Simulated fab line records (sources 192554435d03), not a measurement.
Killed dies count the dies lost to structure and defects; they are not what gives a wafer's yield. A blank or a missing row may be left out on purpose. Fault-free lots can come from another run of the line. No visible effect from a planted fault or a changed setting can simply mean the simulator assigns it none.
fab line records :: flow n5Finfet
record
  lots=4
  wafers=12
  lastDay=16
route steps=1938 shown WELL_APT@35 PMOS_HMC_CHANNEL_EPI@57 BEOL_M4@1111 PASSIVATION@1936
lots that met no fault: taken from a fault-free run of the same line
startH: start of the lot's first displayed wafer, in hours after the record's first day :: waitH: hours from the lot's prior step to this one :: " same as the row above :: L1.1+2: a single row standing in for several wafers :: - no value, or no start given :: * or withheld: withheld :: < > ~ a bound
route shown NAME@n: a module of which the file shows steps, and the number in the route of the first :: usual: mean/standard deviation taken from wafers without a fault :: same: alike in all rows :: chamber/n: place in a boat :: sites: readings site by site :: _std_site: how widely they spread, as a standard deviation :: _edge_site: inner sites' mean taken away from outer sites' mean :: radiusMm: how far each site lies from the wafer's centre :: mask NAME#n: copy n :: behind: the tool/chamber that last shaped the wafer :: hold: cause of the lot's hold/its duration in hours/its outcome :: device: the transistor (n, p or np) that didn't switch :: end of line: at the end of the route, the tests of the same wafers :: a step without rows: its recipe alone :: killed: dies lost to structure and defects at the first sort, not the wafer's yield :: map: a wafer's dies, marking killed ones x, the rest . and places with no die _
set.NAME: the setting the step ran with; set.NAME@STEP: the setting that earlier step ran with :: model.NAME: the simulator's own value behind a step, which no gauge read
lots seen at some steps along the route; tables by step, rows by wafer
services: when a tool's chamber went out of use (startH, in hours from the record's first day, below 0 if earlier), for how many hours, and the reason
## steps
# step N5_WELL_APT_HMDS_18
# recipe
  timeS=60
  tempC=120
# step N5_WELL_APT_COAT_19
# recipe
  spinRpm=1357
  resistThkNm=950
# step N5_WELL_APT_EBR_21
# recipe
  solvent=PGMEA
  ebrWidthMm=1.5
# step N5_WELL_APT_SOFTBAKE_20
# recipe
  tempC=130
  timeS=60
# step N5_WELL_APT_EXPOSE_22
# recipe
  maskId=PWELL
  na=0.8
  sourceShape=conventional
  sigmaOuter=0.8
  polarization=unpolarized
  defocusNm=0
  targetCdNm=200
  doseMj=23.2
# step N5_WELL_APT_PEB_23
# recipe
  pebTempC=130
  pebTimeS=90
# step N5_WELL_APT_DEVELOP_24
# recipe
  developTimeS=45
  rinseLiquid=surfactantRinse
  dry=airSpin
  devTempC=21
# step N5_WELL_APT_HARDBAKE_29
# recipe
  tempC=130
  timeS=120
# step N5_WELL_APT_DESCUM_30
# recipe
  chemistry=O2
  timeS=7.9
  sourcePowerW=50
  biasPowerW=20
  pressureMtorr=20
  rfFrequencyHz=2.712e+07
  tempC=40
  o2FlowSccm=225
# step N5_WELL_APT_IMPLANT_31
# recipe
  species=B
  energyKev=60
  doseCm2=1.5e+13
  tiltDeg=0
  rotationDeg=0
# usual
  doseIonsCm2=1.5001e+13/1.9e+10
  faradayCurrentUA=191/3.8
lot.wafer: L193.3
tool: implanter-02
chamber: 0
startH: 27.47
waitH: 0.1
doseIonsCm2: 1.4994e+13
faradayCurrentUA: 191

lot.wafer: L193.5
tool: implanter-02
chamber: 0
startH: 27.47
waitH: 0.1
doseIonsCm2: 1.5013e+13
faradayCurrentUA: 192

lot.wafer: L193.6
tool: implanter-02
chamber: 0
startH: 27.47
waitH: 0.1
doseIonsCm2: 1.4991e+13
faradayCurrentUA: 194

lot.wafer: L201.1
tool: implanter-02
chamber: 0
startH: 75.63
waitH: 0.1
doseIonsCm2: 9.478e+12
faradayCurrentUA: 125

lot.wafer: L201.3
tool: implanter-02
chamber: 0
startH: 75.63
waitH: 0.1
doseIonsCm2: 9.47e+12
faradayCurrentUA: 120

lot.wafer: L201.6
tool: implanter-02
chamber: 0
startH: 75.63
waitH: 0.1
doseIonsCm2: 9.476e+12
faradayCurrentUA: 118

lot.wafer: L203.1
tool: implanter-02
chamber: 0
startH: 87.30
waitH: 0.1
doseIonsCm2: 9.426e+12
faradayCurrentUA: 125

lot.wafer: L203.4
tool: implanter-02
chamber: 0
startH: 87.30
waitH: 0.1
doseIonsCm2: 9.432e+12
faradayCurrentUA: 123

lot.wafer: L203.6
tool: implanter-02
chamber: 0
startH: 87.30
waitH: 0.1
doseIonsCm2: 9.435e+12
faradayCurrentUA: 121

lot.wafer: L210.2
tool: implanter-01
chamber: 0
startH: 130.34
waitH: 0.1
doseIonsCm2: 1.4993e+13
faradayCurrentUA: 190

lot.wafer: L210.5
tool: implanter-01
chamber: 0
startH: 130.34
waitH: 0.1
doseIonsCm2: 1.4983e+13
faradayCurrentUA: 186

lot.wafer: L210.6
tool: implanter-01
chamber: 0
startH: 130.34
waitH: 0.1
doseIonsCm2: 1.4991e+13
faradayCurrentUA: 190
# step N5_WELL_APT_IMPLANT_32
# recipe
  species=BF2
  energyKev=50
  doseCm2=2e+13
  tiltDeg=0
  rotationDeg=0
# step N5_WELL_APT_STRIP_33
# recipe
  chemistry=SPM
  timeS=900
  tempC=130
  h2so4H2o2VolRatio=4
  dry=ipaMarangoni
# step N5_WELL_APT_RTA_34
# recipe
  tempC=1000
  timeS=10
  ambient=N2
  idleTempC=600
  rampUpCPerS=150
  rampDownCPerS=60
  coolToC=600
# step N5_WELL_APT_OXIDE_STRIP_42
# recipe
  chemistry=dHF
  dilution=25:1
  timeS=45
  tempC=25
  target=SiO2
  targetDepthA=120
# step N5_WELL_APT_PRECLEAN_36
# recipe
  chemistry=O3/DIW
  timeS=45
  tempC=22
  o3Ppm=10
# step N5_WELL_APT_PRECLEAN_39
# recipe
  chemistry=dHF
  timeS=60
  dilution=150:1
  tempC=25
# step N5_WELL_APT_SRD_37
# recipe
  dry=ipaMarangoni
  doPpb=5
  timeS=30
  tempC=23
  rinseLiquid=diw
# step N5_WELL_APT_EPI_41
# recipe
  material=Si
  targetThkA=500
  tempC=650
  precursor=SiH4/H2
  pressureTorr=20
  timeS=297.7
# step N5_PMOS_HMC_CHANNEL_EPI_HM_DEP_34
# recipe
  material=SiO2
  targetThkA=360
  tempC=400
  precursor=TEOS/O2
  pressureTorr=6.5
  rfW=900
  teosFlowSccm=161.4
  gas=O2
  flowSccm=2650
  timeS=6.9
# step N5_PMOS_HMC_CHANNEL_EPI_COAT_31
# recipe
  resist=BARC
  tempC=205
  timeS=60
  spinRpm=1500
  resistThkNm=66
# step N5_PMOS_HMC_CHANNEL_EPI_COAT_03
# recipe
  resist=CAR-ArF-block
  spinRpm=1500
  resistThkNm=205
# step N5_PMOS_HMC_CHANNEL_EPI_EBR_05
# recipe
  solvent=PGMEA
  ebrWidthMm=1.5
# step N5_PMOS_HMC_CHANNEL_EPI_SOFTBAKE_04
# recipe
  tempC=110
  timeS=60
  resist=CAR-ArF-block
# step N5_PMOS_HMC_CHANNEL_EPI_EXPOSE_06
# recipe
  maskId=PMOS_HMC_BLK
  na=1.35
  sourceShape=conventional
  sigmaOuter=0.8
  polarization=unpolarized
  targetCdNm=240
  doseMj=41
# step N5_PMOS_HMC_CHANNEL_EPI_PEB_07
# recipe
  pebTempC=110
  pebTimeS=60
  resist=CAR-ArF-block
# step N5_PMOS_HMC_CHANNEL_EPI_DEVELOP_08
# recipe
  developTimeS=30
  developer=TMAH
  resist=CAR-ArF-block
  devTempC=23
  rinseLiquid=diw
  dry=airSpin
# step N5_PMOS_HMC_CHANNEL_EPI_DESCUM_14
# recipe
  chemistry=O2
  timeS=7.9
  sourcePowerW=50
  biasPowerW=20
  pressureMtorr=20
  rfFrequencyHz=2.712e+07
  tempC=40
  resist=CAR-ArF-block
  o2FlowSccm=225
# step N5_PMOS_HMC_CHANNEL_EPI_ETCH_32
# recipe
  chemistry=N2/H2
  target=BARC
  stopOn=SiO2
  targetDepthA=858
  overEtchFrac=0.3
  timeS=50.3
  ionEnergyEv=200
  maskMaterial=CAR-ArF-block
  pressureMtorr=30
  sourceW=840
  biasW=150
  n2FlowSccm=200
  h2FlowSccm=200
# step N5_PMOS_HMC_CHANNEL_EPI_HM_OPEN_15
# recipe
  chemistry=CHF3/O2
  target=SiO2
  maskMaterial=CAR-ArF-block
  targetDepthA=406
  CHF3_flow_sccm=50
  O2_flow_sccm=5
  Ar_flow_sccm=200
  timeS=20.3
  pressureMtorr=30
  sourceW=650
  biasW=170
  ionEnergyEv=200
# step N5_PMOS_HMC_CHANNEL_EPI_STRIP_33
# recipe
  chemistry=N2/H2
  powerW=500
  tempC=40
  pressureMtorr=50
  rfFrequencyHz=6e+07
  overashFraction=0.3
  biasPowerW=8
  h2Frac=0.5
  n2FlowSccm=300
  h2FlowSccm=300
# step N5_PMOS_HMC_CHANNEL_EPI_STRIP_17
# recipe
  chemistry=SPM
  timeS=750
  tempC=130
  h2so4H2o2VolRatio=4
  dry=ipaMarangoni
# step N5_PMOS_HMC_CHANNEL_EPI_ETCH_38
# recipe
  chemistry=CF4
  target=SiO2
  targetDepthA=15
  ionEnergyEv=350
  pressureMtorr=10
  icpW=800
  biasW=400
  cf4FlowSccm=80
# step N5_PMOS_HMC_CHANNEL_EPI_FIN_RECESS_16
# recipe
  chemistry=HBr/Cl2
  target=Si
  maskMaterial=SiO2
  targetDepthA=540
  timeS=18
  pressureMtorr=10
  icpW=800
  biasW=75
  HBr_flow_sccm=150
  Cl2_flow_sccm=80
# step N5_PMOS_HMC_CHANNEL_EPI_PRECLEAN_36
# recipe
  chemistry=O3/DIW
  timeS=45
  tempC=22
  o3Ppm=10
# step N5_PMOS_HMC_CHANNEL_EPI_PRECLEAN_18
# recipe
  chemistry=DHF
  timeS=30
  tempC=25
  dilution=withheld
# step N5_BEOL_M4_RC_MEAS_101
# usual
  DIBL_N=35.7/1.3
  DIBL_P=35.4/1.8
  IOFF_N=0.152/0.027
  IOFF_P=0.20/0.034
  ION_N=672/9.8
  ION_P=461/7.5
  RS_PWELL=3013/23
  SS_N=71.4/0.55
  SS_P=73.1/0.61
  VT_N=251/3.3
  VT_P=-251/3.6
lot.wafer: L193.3
tool: prober-01
chamber: 0
startH: 179.43
waitH: 0.3
DIBL_N[mV/V]: 39.0
DIBL_P[mV/V]: 38.2
IOFF_N[nA/um]: 0.225
IOFF_P[nA/um]: 0.31
ION_N[uA/um]: 685
ION_P[uA/um]: 475
RS_PWELL[ohm/sq]: 3028
SS_N[mV/dec]: 72.1
SS_P[mV/dec]: 74.8
VT_N[mV]: 245
VT_P[mV]: -246

lot.wafer: L193.5
tool: prober-01
chamber: 0
startH: 179.43
waitH: 0.3
DIBL_N[mV/V]: 36.1
DIBL_P[mV/V]: 35.0
IOFF_N[nA/um]: 0.169
IOFF_P[nA/um]: 0.24
ION_N[uA/um]: 681
ION_P[uA/um]: 467
RS_PWELL[ohm/sq]: 3033
SS_N[mV/dec]: 71.7
SS_P[mV/dec]: 72.7
VT_N[mV]: 251
VT_P[mV]: -247

lot.wafer: L193.6
tool: prober-01
chamber: 0
startH: 179.43
waitH: 0.3
DIBL_N[mV/V]: 36.5
DIBL_P[mV/V]: 35.2
IOFF_N[nA/um]: 0.172
IOFF_P[nA/um]: 0.24
ION_N[uA/um]: 666
ION_P[uA/um]: 461
RS_PWELL[ohm/sq]: 3046
SS_N[mV/dec]: 71.9
SS_P[mV/dec]: 73.0
VT_N[mV]: 248
VT_P[mV]: -247

lot.wafer: L201.1
tool: prober-02
chamber: 0
startH: 227.18
waitH: 0.0
DIBL_N[mV/V]: 34.9
DIBL_P[mV/V]: 35.1
IOFF_N[nA/um]: 0.132
IOFF_P[nA/um]: 0.21
ION_N[uA/um]: 669
ION_P[uA/um]: 466
RS_PWELL[ohm/sq]: 3947
SS_N[mV/dec]: 71.2
SS_P[mV/dec]: 72.8
VT_N[mV]: 254
VT_P[mV]: -249

lot.wafer: L201.3
tool: prober-02
chamber: 0
startH: 227.18
waitH: 0.0
DIBL_N[mV/V]: 35.9
DIBL_P[mV/V]: 35.8
IOFF_N[nA/um]: 0.152
IOFF_P[nA/um]: 0.23
ION_N[uA/um]: 679
ION_P[uA/um]: 469
RS_PWELL[ohm/sq]: 3933
SS_N[mV/dec]: 71.6
SS_P[mV/dec]: 73.3
VT_N[mV]: 249
VT_P[mV]: -249

lot.wafer: L201.6
tool: prober-02
chamber: 0
startH: 227.18
waitH: 0.0
DIBL_N[mV/V]: 35.6
DIBL_P[mV/V]: 36.1
IOFF_N[nA/um]: 0.143
IOFF_P[nA/um]: 0.23
ION_N[uA/um]: 666
ION_P[uA/um]: 471
RS_PWELL[ohm/sq]: 3927
SS_N[mV/dec]: 71.6
SS_P[mV/dec]: 73.7
VT_N[mV]: 252
VT_P[mV]: -247

lot.wafer: L203.1
tool: prober-02
chamber: 0
startH: 240.00
waitH: 0.0
DIBL_N[mV/V]: 34.9
DIBL_P[mV/V]: 34.6
IOFF_N[nA/um]: 0.135
IOFF_P[nA/um]: 0.17
ION_N[uA/um]: 656
ION_P[uA/um]: 443
RS_PWELL[ohm/sq]: 3946
SS_N[mV/dec]: 72.0
SS_P[mV/dec]: 73.0
VT_N[mV]: 252
VT_P[mV]: -259

lot.wafer: L203.4
tool: prober-02
chamber: 0
startH: 240.00
waitH: 0.0
DIBL_N[mV/V]: 37.4
DIBL_P[mV/V]: 36.0
IOFF_N[nA/um]: 0.169
IOFF_P[nA/um]: 0.18
ION_N[uA/um]: 670
ION_P[uA/um]: 447
RS_PWELL[ohm/sq]: 3932
SS_N[mV/dec]: 72.5
SS_P[mV/dec]: 73.3
VT_N[mV]: 252
VT_P[mV]: -255

lot.wafer: L203.6
tool: prober-02
chamber: 0
startH: 240.00
waitH: 0.0
DIBL_N[mV/V]: 35.6
DIBL_P[mV/V]: 35.7
IOFF_N[nA/um]: 0.147
IOFF_P[nA/um]: 0.17
ION_N[uA/um]: 653
ION_P[uA/um]: 445
RS_PWELL[ohm/sq]: 3902
SS_N[mV/dec]: 71.2
SS_P[mV/dec]: 73.2
VT_N[mV]: 254
VT_P[mV]: -256

lot.wafer: L210.2
tool: prober-01
chamber: 0
startH: 275.59
waitH: 0.2
DIBL_N[mV/V]: 36.0
DIBL_P[mV/V]: 35.4
IOFF_N[nA/um]: 0.157
IOFF_P[nA/um]: 0.20
ION_N[uA/um]: 685
ION_P[uA/um]: 462
RS_PWELL[ohm/sq]: 3011
SS_N[mV/dec]: 71.1
SS_P[mV/dec]: 72.8
VT_N[mV]: 249
VT_P[mV]: -251

lot.wafer: L210.5
tool: prober-01
chamber: 0
startH: 275.59
waitH: 0.2
DIBL_N[mV/V]: 35.7
DIBL_P[mV/V]: 35.3
IOFF_N[nA/um]: 0.148
IOFF_P[nA/um]: 0.20
ION_N[uA/um]: 678
ION_P[uA/um]: 469
RS_PWELL[ohm/sq]: 3011
SS_N[mV/dec]: 71.1
SS_P[mV/dec]: 72.9
VT_N[mV]: 250
VT_P[mV]: -249

lot.wafer: L210.6
tool: prober-01
chamber: 0
startH: 275.59
waitH: 0.2
DIBL_N[mV/V]: 36.7
DIBL_P[mV/V]: 36.2
IOFF_N[nA/um]: 0.167
IOFF_P[nA/um]: 0.21
ION_N[uA/um]: 680
ION_P[uA/um]: 463
RS_PWELL[ohm/sq]: 2998
SS_N[mV/dec]: 72.1
SS_P[mV/dec]: 73.5
VT_N[mV]: 251
VT_P[mV]: -251
# step N5_PASSIVATION_PROBE_49
# usual
  defectLimitedYield=91.5/1.3
  killed_at_M0_to_M3=33/11
  killed_at_M4_up=14/5.3
  killedAtContacts=11/6.3
  killedAtFrontEnd=38/10
  killedAtOther=3.7/2.8
  killedDies=101/16
  killedOnRim=13/3.4
  killedOpen=67/12
  killedShort=32/7.4
  sort_bin_5_function=5.0/0.86
  sort_bin_6_memory=3.2/0.69
  sortNPass=1079/16
  sortYieldPct=91.5/1.3
# same
  grossDies=1180
  killedAtBackSide=0
  sort_bin_4_leakage[%]=0
  sort_bin_8_speed[%]=0
lot.wafer: L201.1
tool: prober-02
chamber: -
startH: 333.10
waitH: 0.0
defectLimitedYield[%]: 91.7
killed_at_M0_to_M3: 32
killed_at_M4_up: 13
killedAtContacts: 15
killedAtFrontEnd: 38
killedAtOther: 0
killedDies: 98
killedOnRim: 12
killedOpen: 70
killedShort: 26
sort_bin_5_function[%]: 5.2
sort_bin_6_memory[%]: 2.9
sortNPass: 1082
sortYieldPct[%]: 91.7

lot.wafer: L201.3
tool: prober-02
chamber: -
startH: 333.20
waitH: 0.1
defectLimitedYield[%]: 91.6
killed_at_M0_to_M3: 33
killed_at_M4_up: 16
killedAtContacts: 7
killedAtFrontEnd: 42
killedAtOther: 1
killedDies: 99
killedOnRim: 17
killedOpen: 63
killedShort: 35
sort_bin_5_function[%]: 4.4
sort_bin_6_memory[%]: 3.9
sortNPass: 1081
sortYieldPct[%]: 91.6

lot.wafer: L201.6
tool: prober-02
chamber: -
startH: 333.35
waitH: 0.3
defectLimitedYield[%]: 92.2
killed_at_M0_to_M3: 29
killed_at_M4_up: 6
killedAtContacts: 2
killedAtFrontEnd: 52
killedAtOther: 3
killedDies: 92
killedOnRim: 14
killedOpen: 56
killedShort: 35
sort_bin_5_function[%]: 4.4
sort_bin_6_memory[%]: 2.8
sortNPass: 1088
sortYieldPct[%]: 92.2

lot.wafer: L203.1
tool: prober-01
chamber: -
startH: 347.49
waitH: 0.0
defectLimitedYield[%]: 91.8
killed_at_M0_to_M3: 35
killed_at_M4_up: 17
killedAtContacts: 12
killedAtFrontEnd: 28
killedAtOther: 5
killedDies: 97
killedOnRim: 10
killedOpen: 69
killedShort: 25
sort_bin_5_function[%]: 4.8
sort_bin_6_memory[%]: 3.3
sortNPass: 1083
sortYieldPct[%]: 91.8

lot.wafer: L203.4
tool: prober-01
chamber: -
startH: 347.64
waitH: 0.2
defectLimitedYield[%]: 89.7
killed_at_M0_to_M3: 44
killed_at_M4_up: 16
killedAtContacts: 20
killedAtFrontEnd: 34
killedAtOther: 7
killedDies: 121
killedOnRim: 16
killedOpen: 77
killedShort: 38
sort_bin_5_function[%]: 6.4
sort_bin_6_memory[%]: 3.5
sortNPass: 1059
sortYieldPct[%]: 89.7

lot.wafer: L203.6
tool: prober-01
chamber: -
startH: 347.74
waitH: 0.3
defectLimitedYield[%]: 90.9
killed_at_M0_to_M3: 43
killed_at_M4_up: 21
killedAtContacts: 17
killedAtFrontEnd: 24
killedAtOther: 2
killedDies: 107
killedOnRim: 11
killedOpen: 78
killedShort: 28
sort_bin_5_function[%]: 5.9
sort_bin_6_memory[%]: 3.1
sortNPass: 1073
sortYieldPct[%]: 90.9
# killed by level:class
L201.1 MOL_CONTACT_COAG:geometricParticle:open=14 BEOL_M2:geometricParticle:open=9 BEOL_M4:geometricParticle:open=9 BEOL_M0_SAQP:geometricParticle:short=8 FIN_SAQP:geometricParticle:open=7 STI_FIN_REVEAL:geometricParticle:open=7 BEOL_M0_SAQP:geometricParticle:open=7 FIN_SAQP:geometricParticle:short=5
L201.3 FIN_SAQP:geometricParticle:short=13 STI_FIN_REVEAL:geometricParticle:open=11 BEOL_M2:geometricParticle:open=11 BEOL_M3:geometricParticle:open=10 BEOL_M0_SAQP:geometricParticle:short=7 MOL_CONTACT_COAG:geometricParticle:open=6 BEOL_M6:geometricParticle:open=4 FIN_SAQP:geometricParticle:open=3
L201.6 FIN_SAQP:geometricParticle:short=18 BEOL_M2:geometricParticle:open=15 STI_FIN_REVEAL:geometricParticle:open=10 FIN_SAQP:geometricParticle:open=6 BEOL_M3:geometricParticle:open=5 DUMMY_GATE:geometricParticle:open=3 ILD0:geometricParticle:open=3 BEOL_M4:geometricParticle:open=3
L203.1 MOL_CONTACT_COAG:geometricParticle:open=10 STI_FIN_REVEAL:geometricParticle:open=9 BEOL_M2:geometricParticle:open=8 BEOL_M4:geometricParticle:open=8 BEOL_M0_SAQP:geometricParticle:short=7 BEOL_M0_SAQP:geometricParticle:open=7 FIN_SAQP:geometricParticle:short=4 BEOL_M1:geometricParticle:open=4
L203.4 MOL_CONTACT_COAG:geometricParticle:open=14 BEOL_M1:geometricParticle:open=10 STI_FIN_REVEAL:geometricParticle:open=8 BEOL_M4:geometricParticle:open=8 MOL_CONTACT_COAG:geometricParticle:short=6 BEOL_M0_SAQP:geometricParticle:short=6 BEOL_M2:geometricParticle:open=6 BEOL_M3:geometricParticle:open=6
L203.6 BEOL_M2:geometricParticle:open=19 MOL_CONTACT_COAG:geometricParticle:open=12 BEOL_M4:geometricParticle:open=12 BEOL_M1:geometricParticle:open=7 GATE_CUT:geometricParticle:short=5 MOL_CONTACT_COAG:geometricParticle:short=5 BEOL_M3:geometricParticle:open=5 STI_FIN_REVEAL:geometricParticle:open=4
## services
tool: implanter-01
chamber: -
startH: 4.71
hours: 3.3
kind: repair

tool: implanter-01
chamber: -
startH: 47.12
hours: 2.9
kind: repair

tool: implanter-01
chamber: -
startH: 71.62
hours: 6.7
kind: repair

tool: implanter-02
chamber: -
startH: 124.25
hours: 14.9
kind: pm
## key
firstSign
  step=N5_WELL_APT_IMPLANT_31
  reading=doseIonsCm2
  direction=down
  sigmas=99+
  usual=1.5001e+13
  struck=9.453e+12
effect
  step=N5_WELL_APT_IMPLANT_31
  reading=faradayCurrentUA
  direction=down
  sigmas=18
  usual=191
  struck=122
effect
  step=N5_BEOL_M4_RC_MEAS_101
  reading=RS_PWELL
  direction=up
  sigmas=41
  usual=3013
  struck=3931
metAt N5_WELL_APT_IMPLANT_31
struckWafers L201.1,L201.3,L201.6,L203.1,L203.4,L203.6
onsetBetween 27.47 75.63
fault
  kind=processParameterDrift
  tool=implanter-02
  chamber=-
  onsetH=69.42
  steps=N5_WELL_APT_IMPLANT_31
  channel=doseCm2
  offset=-5.5488e+12
  shape=step
  endH=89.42
  actsIn=theseRecipesOnly
  stated=1.5e+13
